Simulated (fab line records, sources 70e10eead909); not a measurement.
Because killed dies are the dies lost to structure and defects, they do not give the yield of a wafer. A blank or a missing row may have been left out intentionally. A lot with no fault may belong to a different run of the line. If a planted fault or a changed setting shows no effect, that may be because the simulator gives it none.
fab line records -- flow nand-harc
record lots=7, wafers=21, last-day=33
route steps=1302 shown A_STAIRCASE@886 A_SGD_CUT@890 END@1302
lots that met no fault: from a run of the same line without faults
start-h: hours from the record's first day to the start of the lot's first wafer shown -- wait-h: hours since the lot's step before -- " as in the row above -- L1.1+2: a row that stands for several wafers -- - no value present, or no start provided -- * or withheld: withheld -- < > ~ a bound
route shown NAME@n: names a module that has steps shown in the file, with the first one's number in the route -- usual: average and standard deviation across the fault-free wafers -- same: alike in all rows -- chamber/n: place in a boat -- sites: each site's reading -- _std_site: their standard deviation -- _edge_site: mean of outer sites minus mean of inner sites -- radius-mm: how far each site lies from the wafer's centre -- mask NAME#n: copy n -- behind: the most recent tool/chamber to have shaped the wafer -- hold: why the lot went on hold/how many hours it stayed there/how the hold came to an end -- device: transistor that didn't switch, given as n, p or np -- end of line: tests run on the same wafers once the route is complete -- a step given without rows: its recipe and nothing more -- killed: dies lost to structure and defects at the first sort, not the wafer's yield -- map: a wafer's dies, marking killed ones x, the rest . and places with no die _
set.NAME: the setting the step ran with; set.NAME@STEP: the setting that earlier step ran with -- model.NAME: the simulator's own value behind a step, which no gauge read
lots at some steps of the route; a table a step, a row a wafer
services: when a tool's chamber went out of use (start-h, in hours from the record's first day, below 0 if earlier), for how many hours, and the reason
## steps
# step NHARC_A_STAIRCASE_CMP_472
# recipe material=SiO2
# usual motor-current-A=12.5/0.92
lot.wafer,tool,chamber,start-h,wait-h,motor-current-A
L452.1,cmp-03,2,446.55,0.2,12.4
L452.4,cmp-03,3,446.55,0.2,11.1
L452.6,cmp-03,2,446.55,0.2,12.2
L454.1,cmp-01,0,460.64,0.2,10.5
L454.2,cmp-01,3,460.64,0.2,13.7
L454.6,cmp-01,0,460.64,0.2,11.9
L463.3,cmp-03,0,537.33,0.2,13.0
L463.4,cmp-03,1,537.33,0.2,12.4
L463.6,cmp-03,0,537.33,0.2,13.8
L461.3,cmp-01,2,538.51,0.2,13.2
L461.4,cmp-01,0,538.51,0.2,11.9
L461.1,cmp-01,1,538.51,0.2,12.9
L464.3,cmp-03,1,552.13,0.2,11.7
L464.2,cmp-03,3,552.13,0.2,11.1
L464.1,cmp-03,0,552.13,0.2,13.3
L466.4,cmp-02,1,589.98,0.2,13.0
L466.5,cmp-02,3,589.98,0.2,12.1
L466.6,cmp-02,0,589.98,0.2,12.3
L474.2,cmp-02,0,659.53,0.2,12.6
L474.4,cmp-02,1,659.53,0.2,12.5
L474.5,cmp-02,3,659.53,0.2,12.2
# step NHARC_A_STAIRCASE_SRD_474
# step NHARC_A_STAIRCASE_INSPECT_155
# usual raw-defect-count=420/120
lot.wafer,tool,chamber,start-h,wait-h,raw-defect-count
L452.1,defect-inspect-01,-,446.87,0.1,394
L452.4,defect-inspect-01,-,446.87,0.1,480
L452.6,defect-inspect-01,-,446.87,0.1,474
L454.1,defect-inspect-01,-,460.98,0.1,515
L454.2,defect-inspect-01,-,460.98,0.1,401
L454.6,defect-inspect-01,-,460.98,0.1,417
L463.3,defect-inspect-01,-,537.68,0.1,279
L463.4,defect-inspect-01,-,537.68,0.1,355
L463.6,defect-inspect-01,-,537.68,0.1,368
L461.1,defect-inspect-02,-,538.85,0.1,339
L461.3,defect-inspect-02,-,538.85,0.1,354
L461.4,defect-inspect-02,-,538.85,0.1,375
L464.1,defect-inspect-02,-,552.47,0.1,382
L464.2,defect-inspect-02,-,552.47,0.1,462
L464.3,defect-inspect-02,-,552.47,0.1,558
L466.4,defect-inspect-02,-,590.27,0.1,439
L466.5,defect-inspect-02,-,590.27,0.1,397
L466.6,defect-inspect-02,-,590.27,0.1,366
L474.2,defect-inspect-02,-,659.85,0.1,394
L474.4,defect-inspect-02,-,659.85,0.1,318
L474.5,defect-inspect-02,-,659.85,0.1,364
# step NHARC_A_SGD_CUT_DEP_00
# recipe target-thk-a=500, temp-c=400, target-thk-nm=50, flow-sccm=200, rf-w=450, material=SiNx
# usual heater-power-w=731/110
lot.wafer,tool,chamber,start-h,wait-h,heater-power-w
L452.1,pecvd-03,0,446.97,0.1,852
L452.4,pecvd-03,2,446.97,0.1,813
L452.6,pecvd-03,0,446.97,0.1,860
L454.2,pecvd-03,1,461.08,0.1,529
L454.1,pecvd-03,2,461.08,0.1,805
L454.6,pecvd-03,1,461.08,0.1,537
L463.3,pecvd-03,1,537.77,0.1,548
L463.6,pecvd-03,0,537.77,0.1,856
L463.4,pecvd-03,2,537.77,0.1,765
L461.1,pecvd-03,0,538.91,0.1,759
L461.3,pecvd-03,1,538.91,0.1,510
L461.4,pecvd-03,0,538.91,0.1,789
L464.3,pecvd-04,2,552.54,0.1,916
L464.1,pecvd-04,0,552.54,0.1,852
L464.2,pecvd-04,1,552.54,0.1,628
L466.6,pecvd-04,2,590.42,0.1,911
L466.4,pecvd-04,0,590.42,0.1,733
L466.5,pecvd-04,1,590.42,0.1,653
L474.2,pecvd-03,0,659.91,0.1,867
L474.5,pecvd-03,0,659.91,0.1,872
L474.4,pecvd-03,1,659.91,0.1,596
# step NHARC_A_SGD_CUT_DEHYDRATE_01
# recipe temp-c=150, time-s=120
# step NHARC_A_SGD_CUT_HMDS_02
# recipe time-s=30
# step NHARC_A_SGD_CUT_COAT_56
# recipe temp-c=260, time-s=75
# step NHARC_A_SGD_CUT_COAT_57
# recipe temp-c=225, time-s=65
# step NHARC_A_SGD_CUT_COAT_03
# recipe spin-rpm=1500, resist-thk-nm=90
# step NHARC_A_SGD_CUT_SOFTBAKE_04
# recipe temp-c=105, time-s=55
# step NHARC_A_SGD_CUT_EBR_05
# step NHARC_A_SGD_CUT_EXPOSE_06
# recipe na=1.35, dose-mj=85.59, mask-id=SGD
# usual exposure-dose-mJ-cm2=85.57/0.083, focus-offset-nm=0.0/0.51
lot.wafer,tool,chamber,start-h,wait-h,mask,exposure-dose-mJ-cm2,focus-offset-nm
L452.1,arfi-scanner-01,0,447.52,-,SGD#0,85.63,-0.5
L452.4,arfi-scanner-01,0,447.52,-,SGD#0,85.51,-0.2
L452.6,arfi-scanner-01,0,447.52,-,SGD#0,85.52,-0.8
L454.1,arfi-scanner-03,0,461.51,-,SGD#0,85.63,-0.6
L454.2,arfi-scanner-03,0,461.51,-,SGD#0,85.59,-0.4
L454.6,arfi-scanner-03,0,461.51,-,SGD#0,85.68,0.8
L463.3,arfi-scanner-03,0,538.33,-,SGD#0,94.34,0.1
L463.4,arfi-scanner-03,0,538.33,-,SGD#0,94.44,-0.7
L463.6,arfi-scanner-03,0,538.33,-,SGD#0,94.38,-0.1
L461.1,arfi-scanner-03,0,539.49,-,SGD#0,92.77,0.5
L461.3,arfi-scanner-03,0,539.49,-,SGD#0,92.75,0.9
L461.4,arfi-scanner-03,0,539.49,-,SGD#0,92.70,0.2
L464.1,arfi-scanner-03,0,553.02,-,SGD#0,91.31,0.2
L464.2,arfi-scanner-03,0,553.02,-,SGD#0,91.19,1.0
L464.3,arfi-scanner-03,0,553.02,-,SGD#0,91.45,0.3
L466.4,arfi-scanner-01,0,590.93,-,SGD#0,85.50,-0.2
L466.5,arfi-scanner-01,0,590.93,-,SGD#0,85.54,-0.4
L466.6,arfi-scanner-01,0,590.93,-,SGD#0,85.54,-0.4
L474.2,arfi-scanner-02,0,660.37,-,SGD#0,85.64,0.3
L474.4,arfi-scanner-02,0,660.37,-,SGD#0,85.68,0.3
L474.5,arfi-scanner-02,0,660.37,-,SGD#0,85.68,-0.6
# step NHARC_A_SGD_CUT_PEB_07
# recipe peb-temp-c=100, peb-time-s=65
# step NHARC_A_SGD_CUT_DEVELOP_08
# recipe develop-time-s=35, dev-temp-c=23
# step NHARC_A_SGD_CUT_CD_MEAS_09
# recipe target-cd-nm=100, landing-energy-ev=500
# usual cd-nm=100.0/0.47
lot.wafer,tool,chamber,start-h,wait-h,cd-nm
L452.1,cd-sem-02,0,447.66,-,100.4
L452.4,cd-sem-02,0,447.66,-,100.0
L452.6,cd-sem-02,0,447.66,-,99.8
L454.1,cd-sem-02,0,461.65,-,99.8
L454.2,cd-sem-02,0,461.65,-,100.5
L454.6,cd-sem-02,0,461.65,-,100.4
L463.3,cd-sem-01,0,538.47,-,106.6
L463.4,cd-sem-01,0,538.47,-,106.5
L463.6,cd-sem-01,0,538.47,-,107.2
L461.1,cd-sem-02,0,539.63,-,104.8
L461.3,cd-sem-02,0,539.63,-,105.6
L461.4,cd-sem-02,0,539.63,-,106.3
L464.1,cd-sem-03,0,553.16,-,104.7
L464.2,cd-sem-03,0,553.16,-,104.6
L464.3,cd-sem-03,0,553.16,-,104.9
L466.4,cd-sem-01,0,591.07,-,100.3
L466.5,cd-sem-01,0,591.07,-,100.8
L466.6,cd-sem-01,0,591.07,-,99.0
L474.2,cd-sem-02,0,660.51,-,100.2
L474.4,cd-sem-02,0,660.51,-,100.7
L474.5,cd-sem-02,0,660.51,-,100.9
# step NHARC_A_SGD_CUT_OVL_MEAS_10
# usual overlay-x-nm=-0.5/0.87, overlay-y-nm=0.0/0.74
lot.wafer,tool,chamber,start-h,wait-h,overlay-x-nm,overlay-y-nm
L452.1,overlay-01,-,447.75,-,-0.6,0.4
L452.4,overlay-01,-,447.75,-,-0.7,-0.2
L452.6,overlay-01,-,447.75,-,0.1,0.4
L454.1,overlay-02,-,461.73,-,-1.1,0.7
L454.2,overlay-02,-,461.73,-,-1.8,-0.4
L454.6,overlay-02,-,461.73,-,-0.9,0.1
L463.3,overlay-01,-,538.55,-,0.6,-0.2
L463.4,overlay-01,-,538.55,-,0.8,-0.3
L463.6,overlay-01,-,538.55,-,0.6,0.3
L461.1,overlay-02,-,539.72,-,0.5,-0.9
L461.3,overlay-02,-,539.72,-,-0.3,-0.4
L461.4,overlay-02,-,539.72,-,-0.1,-1.1
L464.1,overlay-01,-,553.25,-,0.0,0.9
L464.2,overlay-01,-,553.25,-,0.3,0.9
L464.3,overlay-01,-,553.25,-,0.1,0.8
L466.4,overlay-01,-,591.15,-,0.1,-1.7
L466.5,overlay-01,-,591.15,-,0.4,-1.4
L466.6,overlay-01,-,591.15,-,0.9,-0.6
L474.2,overlay-01,-,660.60,-,-0.2,-0.2
L474.4,overlay-01,-,660.60,-,-0.7,-0.5
L474.5,overlay-01,-,660.60,-,-0.5,-0.5
# step NHARC_END_SORT_01
# recipe temp-c=25
# usual killed-at-array=53/19, killed-at-other=0.8/1.2, killed-at-periphery=3.7/2.3, killed-dies=57/19, killed-open=3.2/1.7, killed-short=2.6/1.8
# same gross-dies=677
lot.wafer,tool,chamber,start-h,wait-h,killed-at-array,killed-at-other,killed-at-periphery,killed-dies,killed-open,killed-short
L463.3,prober-02,0,663.83,3.1,52,4,6,62,1,7
L463.4,prober-02,0,664.62,3.4,80,2,3,85,6,2
L464.1,prober-01,0,698.45,2.5,34,0,4,38,4,0
L464.3,prober-01,0,700.06,3.1,43,0,1,44,1,2
L466.4,prober-02,0,719.19,3.5,92,0,4,96,4,4
L466.5,prober-02,0,720.01,3.8,87,0,4,91,1,3
L466.6,prober-02,0,720.83,4.1,65,1,0,66,4,1
# killed by level:class
L463.3 A_SLIT:chamber-film-flake=28 A_CHANNEL_HOLE_D1:chamber-film-flake=18 THIN_TSV:chamber-film-flake=3 P_M2:geometric-particle:short=2 P_M1:chamber-film-flake=2 P_M0:geometric-particle:short=1 P_M1:geometric-particle:short=1 A_CHANNEL_FILL_D1:geometric-particle:open=1
L463.4 A_SLIT:chamber-film-flake=35 A_CHANNEL_HOLE_D1:chamber-film-flake=30 A_CONTACT:chamber-film-flake=4 A_CHANNEL_FILL_D1:geometric-particle:open=2 A_WL_FILL:geometric-particle:short=2 A_DECK1_JOINT:chamber-film-flake=2 THIN_TSV:chamber-film-flake=2 P_M0:geometric-particle:open=1
L464.1 A_CHANNEL_HOLE_D2:chamber-film-flake=14 A_CHANNEL_HOLE_D1:chamber-film-flake=13 P_M1:chamber-film-flake=2 A_SLIT:chamber-film-flake=2 P_CONTACT:geometric-particle:open=1 A_SGD_CUT:geometric-particle:open=1 A_CONTACT:geometric-particle:open=1 A_M0:geometric-particle:open=1
L464.3 A_CHANNEL_HOLE_D1:chamber-film-flake=19 A_CHANNEL_HOLE_D2:chamber-film-flake=16 A_SLIT:chamber-film-flake=3 P_CONTACT:geometric-particle:short=1 A_DECK1_JOINT:geometric-particle:short=1 A_ONON_D2:geometric-particle:open=1 A_DECK1_JOINT:chamber-film-flake=1 A_CHANNEL_FILL_D2:chamber-film-flake=1
L466.4 A_CHANNEL_HOLE_D1:chamber-film-flake=32 A_SLIT:chamber-film-flake=26 A_CHANNEL_HOLE_D2:chamber-film-flake=22 P_CONTACT:chamber-film-flake=3 A_ONON_D1:geometric-particle:open=2 A_STAIRCASE:chamber-film-flake=2 P_GATE:geometric-particle:short=1 A_ONON_D1:geometric-particle:short=1
L466.5 A_CHANNEL_HOLE_D1:chamber-film-flake=34 A_SLIT:chamber-film-flake=27 A_CHANNEL_HOLE_D2:chamber-film-flake=16 A_DECK1_JOINT:chamber-film-flake=4 A_STAIRCASE:chamber-film-flake=3 P_CONTACT:chamber-film-flake=2 P_GATE:geometric-particle:open=1 P_M0:geometric-particle:short=1
L466.6 A_SLIT:chamber-film-flake=30 A_CHANNEL_HOLE_D1:chamber-film-flake=15 A_CHANNEL_HOLE_D2:chamber-film-flake=12 A_SGD_CUT:chamber-film-flake=2 A_ONON_D1:geometric-particle:open=1 A_DECK1_JOINT:geometric-particle:open=1 A_CHANNEL_HOLE_D2:geometric-particle:short=1 A_CONTACT:geometric-particle:open=1
## services
tool,chamber,start-h,hours,kind
arfi-scanner-01,-,424.00,4.0,pm
cmp-02,-,428.64,4.0,pm
arfi-scanner-03,-,439.98,4.8,repair
pecvd-04,-,450.48,13.0,pm
pecvd-03,0,454.19,3.5,repair
cmp-03,-,459.57,4.0,pm
arfi-scanner-01,-,460.16,1.0,repair
cmp-03,-,470.79,27.3,repair
cmp-01,-,479.68,4.0,pm
pecvd-03,-,480.61,0.3,repair
cmp-01,-,484.06,0.4,repair
arfi-scanner-03,-,493.70,0.4,repair
pecvd-04,1,503.17,1.7,repair
cmp-02,-,526.64,4.0,pm
arfi-scanner-03,-,540.00,4.0,pm
pecvd-03,-,547.06,13.0,pm
arfi-scanner-01,-,550.30,4.5,repair
cmp-03,-,557.57,4.0,pm
cmp-02,-,560.50,1.0,repair
cmp-03,-,567.55,0.5,repair
arfi-scanner-03,-,575.18,2.8,repair
cmp-03,-,589.68,6.2,repair
cmp-03,-,612.66,0.2,repair
cmp-03,-,655.57,4.0,pm
## key
first-sign step=NHARC_A_SGD_CUT_EXPOSE_06, reading=exposure-dose-mJ-cm2, direction=up, sigmas=87, usual=85.57, struck=92.81
effect step=NHARC_A_SGD_CUT_CD_MEAS_09, reading=cd-nm, direction=up, sigmas=12, usual=100.0, struck=105.7, through=control-loop
met-at NHARC_A_SGD_CUT_EXPOSE_06
struck-wafers L461.1,L461.3,L461.4,L463.3,L463.4,L463.6,L464.1,L464.2,L464.3
tester-left-out L461,L463,L464
loop-trim step=NHARC_A_SGD_CUT_EXPOSE_06, setting=dose, lots=L461,L464
onset-between 461.51 538.33
fault kind=process-parameter-drift, tool=arfi-scanner-03, chamber=-, onset-h=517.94, steps=NHARC_A_SGD_CUT_EXPOSE_06, channel=dose-mj, offset=8.9549, shape=step, acts-in=these-recipes-only, stated=85.59
# tester-left-out: of these lots the tester's yield and bins aren't shown, on N5 and GAA mostly nor the transistor test; their killed dies are dies lost to structure and defects alone, not to doping, threshold or leakage, so they don't give the yield
# loop-trim: a control loop set the setting to another value than it would have without faults
